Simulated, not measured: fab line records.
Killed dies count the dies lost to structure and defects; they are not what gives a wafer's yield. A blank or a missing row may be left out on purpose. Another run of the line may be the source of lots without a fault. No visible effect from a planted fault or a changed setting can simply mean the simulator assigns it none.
Struck lot and sound lot, side by side | flow nandHarc | 39 steps out of a route of 1159
Sound: these wafers, L353.3, L353.5, L353.6. Struck: wafers L360.1, L360.3 (left out: L360.2, a lot-mate that was not struck); the cause follows at the end.
Order at every step that has rows: each side's tool, ch and its chambers, its first start. Under that, the readings that differ: sound wafers | struck wafers | difference of the means | sigmas: that difference in standard deviations of wafers without a fault.
alike: readings whose means differ by less than 2 such deviations, and words and numbers that are the same on both sides. not compared: withheld readings, readings that some wafer has no value for, bounds like >300 that may hide the same value, and numbers for which the record gives no deviation and whose values overlap.
The two part at a step that has a row with sigmas, a row that says differs or no value, or rows on one side only. Numbers that don't overlap but have no deviation are shown without sigmas and don't part them. A reading that every wafer of one side lacks parts them only if that side has two wafers or more.

first, 1 step without rows for these wafers: NHARC_A_BONDPAD_HARDBAKE_10 (time 65 s).
NHARC_A_BONDPAD_DESCUM_11: chemistry O2, time 3 s.
  sound on rieDiel-04 ch 0,1,2, day 23 06:17; struck on rieDiel-04 ch 0,3, day 24 19:53
  alike: drypumpMotorCurrentA, mfcArSccm, oesProductAu, rfVppV, showerheadPlenumPTorr, throttleValvePct
  not compared: rfHoursCounterH
NHARC_A_BONDPAD_ETCH_34: etches the open film in N2/H2, target depth 60 nm, overetch 18 nm, time 65.91 s.
  sound on rieDiel-04 ch 0,1,3, day 23 06:23; struck on rieDiel-04 ch 0,1, day 24 19:58
  alike: biasW, drypumpMotorCurrentA, mfcArSccm, n2FlowSccm, oesProductAu, rfVppV, showerheadPlenumPTorr, throttleValvePct
  not compared: rfHoursCounterH
NHARC_A_BONDPAD_ETCH_12: etches the open film in CHF3/O2, target depth 220 nm, time 110 s.
  sound on rieDiel-04 ch 0,3; struck on rieDiel-04 ch 2,3
  alike: biasW, drypumpMotorCurrentA, mfcArSccm, oesProductAu, rfVppV, showerheadPlenumPTorr, throttleValvePct
  not compared: rfHoursCounterH
NHARC_A_BONDPAD_CD_MEAS_13:
  sound on cdSem-01, day 23 06:36; struck on cdSem-03, day 24 20:12
  alike: cdNm
then, 3 steps without rows for these wafers: NHARC_A_BONDPAD_STRIP_15 (strips in O2); NHARC_A_BONDPAD_ETCH_24 (etches the open film in CF4/N2, target depth 30 nm, time 72.99 s); NHARC_A_BONDPAD_STRIP_16 (strips in post etch residue remover, time 600 s).
NHARC_A_BONDPAD_DEGAS_25: time 60 s.
  sound on pvdSputter-01, day 23 07:14; struck on pvdSputter-01, day 24 20:58
  alike: heaterPowerW
then, 3 steps without rows for these wafers: NHARC_A_BONDPAD_PRE_CLEAN_26 (time 30 s); NHARC_A_BONDPAD_PVD_17 (deposits TaN, target thk 5 nm, time 8.06 s); NHARC_A_BONDPAD_PVD_27 (deposits Cu, target thk 30 nm, time 20.49 s).
NHARC_A_BONDPAD_ECD_18: material Cu, target thk 400 nm.
  sound on ecdCu-01 ch 0,1, day 23 07:41; struck on ecdCu-01 ch 0,1, day 24 21:20
then, 1 step without rows for these wafers: NHARC_A_BONDPAD_ANNEAL_28 (time 90 s).
NHARC_A_BONDPAD_CMP_19: polishes, t overpolish 30 s, cu recess touch 16 s, target thk 169.8 nm.
  sound on cmp-03 ch 0,2,3, day 23 08:21; struck on cmp-04 ch 1,2, day 24 22:02
  alike: motorCurrentA, overpolishRunS
  not compared: padLifeWafers
NHARC_A_BONDPAD_THK_MEAS_20: measures by xrf.
  sound on filmMetro-01, day 23 08:37; struck on filmMetro-01, day 24 22:22
  alike: thkNm
then, 6 steps without rows for these wafers: NHARC_A_BONDPAD_SRD_21 (time 30 s, dry time 20 s); NHARC_HYBRID_BOND_ACTIVATE_00 (chemistry N2, time 60 s); NHARC_HYBRID_BOND_PRECLEAN_01 (cleans in DIW, time 300 s); NHARC_HYBRID_BOND_SRD_02 (time 30 s, dry time 20 s); NHARC_HYBRID_BOND_BOND_03; NHARC_HYBRID_BOND_ANNEAL_04 (time 7200 s).
NHARC_HYBRID_BOND_OVL_MEAS_05:
  sound on overlay-01, day 23 18:16; struck on overlay-02, day 25 04:50
  alike: overlayXNm, overlayYNm
then, 2 steps without rows for these wafers: NHARC_THIN_TSV_GRIND_00; NHARC_THIN_TSV_CMP_01 (polishes).
NHARC_THIN_TSV_THK_MEAS_02: measures by ir.
  sound on filmMetro-02, day 23 19:58; struck on filmMetro-02, day 25 07:43
  alike: thkNm
then, 12 steps without rows for these wafers: NHARC_THIN_TSV_SRD_03; NHARC_THIN_TSV_PRECLEAN_41 (cleans in SC1); NHARC_THIN_TSV_SRD_42; NHARC_THIN_TSV_DEP_43 (deposits SiO2, target thk 1328.5 nm); NHARC_THIN_TSV_DEHYDRATE_04 (time 120 s); NHARC_THIN_TSV_HMDS_05 (time 30 s); NHARC_THIN_TSV_COAT_06; NHARC_THIN_TSV_SOFTBAKE_07 (time 95 s); NHARC_THIN_TSV_EBR_08; NHARC_THIN_TSV_EXPOSE_09 (exposes mask TSV); NHARC_THIN_TSV_PEB_10 (peb time 85 s); NHARC_THIN_TSV_DEVELOP_11 (time 70 s).
NHARC_END_SORT_01:
  the record has rows for the struck wafers here (prober-01 ch 0, day 26 01:28) and none for the sound ones

== WHERE THEY PART ==
Only at NHARC_END_SORT_01, within this record.

WHY: what had been put in by the simulator
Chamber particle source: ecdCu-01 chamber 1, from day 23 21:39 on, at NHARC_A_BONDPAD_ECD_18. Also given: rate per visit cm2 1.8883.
